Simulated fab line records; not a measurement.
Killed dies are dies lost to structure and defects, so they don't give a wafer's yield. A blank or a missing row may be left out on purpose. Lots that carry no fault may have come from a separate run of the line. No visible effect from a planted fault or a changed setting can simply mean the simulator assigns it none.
Chamber matching | flow n5-finfet | N5_MOL_CONTACT_COAG_ETCH_89 on rie-diel-06: 4 sister chambers
The step etches underlayer in N2/H2, target depth 13 nm, time 10.4 s. 8 wafers are shown with their chamber, then 9 later ones without.

## WAFERS, EACH WITH ITS CHAMBER
wafer  | chamber | showerhead-plenum-p-Torr (Torr) | throttle-valve-pct (%)
L082.5 | 3       | 2.44                            | 17.89
L086.2 | 0       | 2.49                            | 17.70
L086.3 | 1       | 2.55                            | 18.22
L088.3 | 0       | 2.49                            | 17.70
L088.5 | 1       | 2.54                            | 18.22
L089.1 | 2       | 2.48                            | 17.33
L089.2 | 3       | 2.44                            | 17.91
L089.5 | 2       | 2.48                            | 17.31

## WAFERS WHOSE CHAMBER IS MISSING
wafer  | showerhead-plenum-p-Torr (Torr) | throttle-valve-pct (%)
L091.2 | 2.54                            | 18.24
L091.4 | 2.49                            | 17.69
L091.5 | 2.44                            | 17.90
L095.3 | 2.48                            | 17.73
L095.4 | 2.48                            | 17.33
L095.5 | 2.48                            | 17.33
L096.3 | 2.48                            | 17.33
L096.4 | 2.48                            | 17.75
L096.5 | 2.48                            | 17.72

## CHAMBER TAKEN BY EACH
wafer  | from the rows above | in truth
L091.2 | 1                   | 1
L091.4 | 0                   | 0
L091.5 | 3                   | 3
L095.3 | 0                   | 0
L095.4 | 2                   | 2
L095.5 | 2                   | 2
L096.3 | 2                   | 2
L096.4 | 0                   | 0
L096.5 | 0                   | 0
Correct placement for 9 of the 9. Number that these rows cannot place: 0. Placed wrongly: 0.
How it was worked out, from the rows above alone: a wafer's distance from a chamber is the root of the sum, over the readings, of the square of ((its reading less the chamber's mean) divided by the reading's scatter). The wafer belongs to the nearest chamber; if the next one is less than 2 further off, it can't be placed. The mean given for a chamber averages the wafers shown for that chamber. The scatter is the square root of a quotient: the sum, over the shown wafers, of each reading's squared deviation from its chamber's mean, divided by wafers minus chambers.
